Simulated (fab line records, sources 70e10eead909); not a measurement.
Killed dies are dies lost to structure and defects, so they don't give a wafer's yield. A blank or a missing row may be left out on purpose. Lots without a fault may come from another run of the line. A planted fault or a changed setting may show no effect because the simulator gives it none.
Chamber matching | flow nand_harc | NHARC_A_CONTACT_ETCH_48 on rie_diel-09: 4 sister chambers
The step etches the open film in CF4, target depth 39 nm, time 65 s. 7 wafers are shown with their chamber, then 7 later ones without.

WAFERS WITH THEIR CHAMBER
wafer  | chamber | drypump_motor_current_A (A) | showerhead_plenum_p_Torr (Torr)
L079.5 | 0       | 6.4                         | 1.83
L081.2 | 1       | 6.5                         | 1.73
L083.1 | 2       | 5.1                         | 1.74
L083.4 | 3       | 5.5                         | 1.82
L083.6 | 3       | 5.5                         | 1.82
L088.2 | 2       | 5.1                         | 1.73
L088.5 | 0       | 6.3                         | 1.82

WAFERS WITHOUT THEIR CHAMBER
wafer  | drypump_motor_current_A (A) | showerhead_plenum_p_Torr (Torr)
L088.6 | 6.5                         | 1.72
L091.2 | 5.4                         | 1.82
L091.3 | 6.6                         | 1.72
L091.5 | 5.1                         | 1.73
L097.1 | 5.1                         | 1.73
L097.2 | 6.6                         | 1.72
L097.5 | 6.4                         | 1.82

WHICH CHAMBER EACH WENT THROUGH
wafer  | from the rows above | in truth
L088.6 | 1                   | 1
L091.2 | 3                   | 3
L091.3 | 1                   | 1
L091.5 | 2                   | 2
L097.1 | 2                   | 2
L097.2 | 1                   | 1
L097.5 | 0                   | 0
Placed correctly: 7 of 7. Can't be placed from these rows: 0. Placed wrongly: 0.
How it was worked out, from the rows above alone: a wafer's distance from a chamber is the root of the sum, over the readings, of the square of ((its reading less the chamber's mean) divided by the reading's scatter). The wafer belongs to the nearest chamber; if the next one is less than 2 further off, it can't be placed. A chamber's mean is the mean of its shown wafers. The scatter: the root of (the sum of the squares of (reading less its chamber's mean) over the shown wafers, divided by (wafers less chambers)).
